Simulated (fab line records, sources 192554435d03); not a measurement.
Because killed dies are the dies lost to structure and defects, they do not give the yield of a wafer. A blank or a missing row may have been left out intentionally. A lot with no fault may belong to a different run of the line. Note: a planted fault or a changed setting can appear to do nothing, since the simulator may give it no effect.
Which tool is to blame? -- flow n5Finfet -- Sampling: 12 lots, 36 wafers, 5 of 1938 route steps

WHAT THE GAUGES SHOWED, per wafer
N5_BEOL_M5_THK_MEAS_01.
lot,measured,on,M5_ILD_THK (nm)
L075,day 8 04:42,filmMetro-02,120.4 121.1 120.1
L077,day 9 05:11,filmMetro-01,122.0 122.0 121.5
L080,day 9 17:47,filmMetro-02,119.3 122.7 122.3
L081,day 9 22:32,filmMetro-02,120.9 122.9 122.1
L085,day 10 17:31,filmMetro-01,120.5 120.5 120.8
L083,day 11 01:47,filmMetro-01,120.8 123.1 122.2
L086,day 11 10:01,filmMetro-01,119.8 122.3 121.7
L090,day 11 23:45,filmMetro-01,120.5 119.4 121.4
L089,day 12 16:47,filmMetro-01,117.4 117.3 119.8
L093,day 12 23:18,filmMetro-01,120.8 119.3 122.9
L095,day 13 11:45,filmMetro-01,117.6 121.0 121.0
L097,day 14 06:45,filmMetro-02,119.9 119.5 121.4

WHICH TOOL RAN EACH LOT (tool, then ch and the chambers of the sampled wafers, then the start)
lot,N5_BEOL_M4_DESCUM_33,N5_BEOL_M4_DEGAS_44,N5_BEOL_M4_SPUTTER_92,N5_BEOL_M4_PRE_CLEAN_60
L075,"rieDiel-01 ch 1,2,3, day 7 22:12","pvdSputter-02, day 7 23:26","pvdSputter-02, day 8 01:38","cvdCo-01 ch 0,1,2, day 8 02:53"
L077,"rieDiel-01 ch 1,2,3, day 8 16:20","pvdSputter-03, day 8 23:46","pvdSputter-02, day 9 02:06","cvdCo-01 ch 0,1,2, day 9 03:23"
L080,"rieDiel-01 ch 0,2,3, day 9 01:54","pvdSputter-03, day 9 12:28","pvdSputter-03, day 9 14:42","cvdCo-02 ch 0,2, day 9 15:58"
L081,"rieDiel-05 ch 0,2,3, day 9 13:34","pvdSputter-01, day 9 15:43","pvdSputter-01, day 9 19:28","cvdCo-01 ch 0,1,2, day 9 20:44"
L085,"rieDiel-05 ch 1,2,3, day 10 06:44","pvdSputter-03, day 10 12:22","pvdSputter-03, day 10 14:26","cvdCo-01 ch 0,1,2, day 10 15:42"
L083,"rieDiel-02 ch 1,2,3, day 10 17:56","pvdSputter-01, day 10 20:50","pvdSputter-03, day 10 22:43","cvdCo-02 ch 1,2, day 10 23:58"
L086,"rieDiel-01 ch 0,2, day 10 23:31","pvdSputter-03, day 11 04:26","pvdSputter-01, day 11 06:26","cvdCo-01 ch 0,1,2, day 11 07:42"
L090,"rieDiel-05 ch 0,2,3, day 11 10:31","pvdSputter-03, day 11 18:31","pvdSputter-02, day 11 20:38","cvdCo-02 ch 0,2, day 11 21:53"
L089,"rieDiel-05 ch 0,1,2, day 12 05:30","pvdSputter-01, day 12 11:40","pvdSputter-01, day 12 13:37","cvdCo-01 ch 0,2, day 12 14:58"
L093,"rieDiel-02 ch 1,2,3, day 12 06:37","pvdSputter-01, day 12 18:19","pvdSputter-01, day 12 20:13","cvdCo-02 ch 0,1, day 12 21:29"
L095,"rieDiel-02 ch 2,3, day 13 02:23","pvdSputter-01, day 13 05:50","pvdSputter-02, day 13 08:37","cvdCo-01 ch 0,2, day 13 09:54"
L097,"rieDiel-05 ch 0,1,2, day 13 17:58","pvdSputter-03, day 14 00:03","pvdSputter-01, day 14 03:11","cvdCo-01 ch 0,1, day 14 04:27"
- N5_BEOL_M4_DESCUM_33: chemistry O2, time 7 s.
- N5_BEOL_M4_DEGAS_44: time 60 s.
- N5_BEOL_M4_SPUTTER_92: material Cu, target thk 4.5 nm, time 8.29 s.
- N5_BEOL_M4_PRE_CLEAN_60: time 15 s.

THE ANSWER, worked out from the rows above alone
Rule: what is usual is taken from the lots themselves. Put in order of their means at a reading, lots are off if they are a third of the lots or fewer, leave a main group of 4 or more, and stand apart from it by a gap of 3 or more times the standard deviation of the main group's means; of several such gaps the widest counts. A main group whose means are all the same, to the digits that the tables above print for the reading, isn't used. A lot without any number at a reading at which 4 lots or more have one is off too. The other lots that the step has rows for count as sound.
Nothing can be told from this: no lot is off at any reading shown.

WHAT THE SIMULATOR HAD INSERTED
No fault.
